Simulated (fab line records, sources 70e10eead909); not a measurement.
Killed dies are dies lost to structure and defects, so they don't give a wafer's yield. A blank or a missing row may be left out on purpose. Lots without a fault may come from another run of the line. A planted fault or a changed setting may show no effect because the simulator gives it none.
Problem report in the 8D (eight disciplines) form, filled by code | flow nand_harc | the parts of the form that need people (team, actions taken, sign-off) are left out

1. THE PROBLEM
run_length_s at NHARC_A_CHANNEL_HOLE_D1_ETCH_44 reads a mean of 90.2 s on 3 wafers of 2 lots; wafers without a fault read 98.5 s with a standard deviation of 0.35. That is -24 standard deviations from the usual mean.
The step: etches the open film in CF4/O2, target depth 140 nm, overetch 14 nm, time 77 s.
First seen on wafer L270.1, day 11 17:38, on rie_diel-11. The record holds 39 wafers of 13 lots with a number at this step. Rule for "out", or "out of limits": more than 4 standard deviations from the usual mean. The other wafers with a number count as sound.

2. WHAT IT IS AND WHAT IT IS NOT
question                    | is                     | is not
which readings at this step | run_length_s           | drypump_motor_current_A, oes_product_au, rf_vpp_V, showerhead_plenum_p_Torr, throttle_valve_pct
which lots                  | L268, L270             | L257, L258, L259, L260, L264, L271, L273, L275, L276, L277, L279
which wafers of those lots  | L268.3, L268.6, L270.1 | L268.1, L270.2, L270.4
read on which tools         | rie_diel-11            | rie_diel-05, rie_diel-10
when                        | from day 11 17:38      | up to then (17 sound wafers); but 19 sound wafers of L268, L271, L273, L275, L276, L277, L279 came after

3. SUSPECTS, AND WHAT RULES EACH OUT
Counting: a tool at a process step up to the reading stays a suspect if it ran every lot that is out. Sound lots after the first of them don't rule it out here, since some wafers of a struck lot are sound.
- rie_diel-11 at NHARC_A_CHANNEL_HOLE_D1_ETCH_44 (etches the open film in CF4/O2, target depth 140 nm, overetch 14 nm, time 77 s): kept. It ran every lot that is out, first L270 (day 11 17:38). Its own readings are out on those wafers: run_length_s.
- Within rie_diel-11 at NHARC_A_CHANNEL_HOLE_D1_ETCH_44: the wafers that are out ran in chamber 0; their sound lot-mates ran in chambers 1, 2, 3.
Left after counting: rie_diel-11 at NHARC_A_CHANNEL_HOLE_D1_ETCH_44.

4. THE CAUSE (what the simulator had put in)
Process parameter drift: rie_diel-11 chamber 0, from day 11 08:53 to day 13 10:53, at NHARC_A_CHANNEL_HOLE_D1_ETCH_44. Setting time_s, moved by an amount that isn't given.
Counting left only this tool.

5. THE CHAIN OF EFFECTS, in route order
Each row: a reading whose mean over the struck wafers that have a number lies more than 3 standard deviations from the usual. Only readings for which the record gives a usual standard deviation are gone through. hours: the time from each lot's start at the first step in this table that gives one to its start at this step, as a median over the lots. sigmas: the change in usual standard deviations.
hours | step                            | reading      | usual  | on struck wafers | change | sigmas
0     | NHARC_A_CHANNEL_HOLE_D1_ETCH_44 | run_length_s | 98.5 s | 90.2             | -8.3   | -24
The process steps in it:
- NHARC_A_CHANNEL_HOLE_D1_ETCH_44: etches the open film in CF4/O2, target depth 140 nm, overetch 14 nm, time 77 s.

6. WHAT WOULD HAVE CAUGHT IT SOONER
In this record the first reading out of limits was taken at day 11 17:38, 9 hours after the fault began at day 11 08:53.
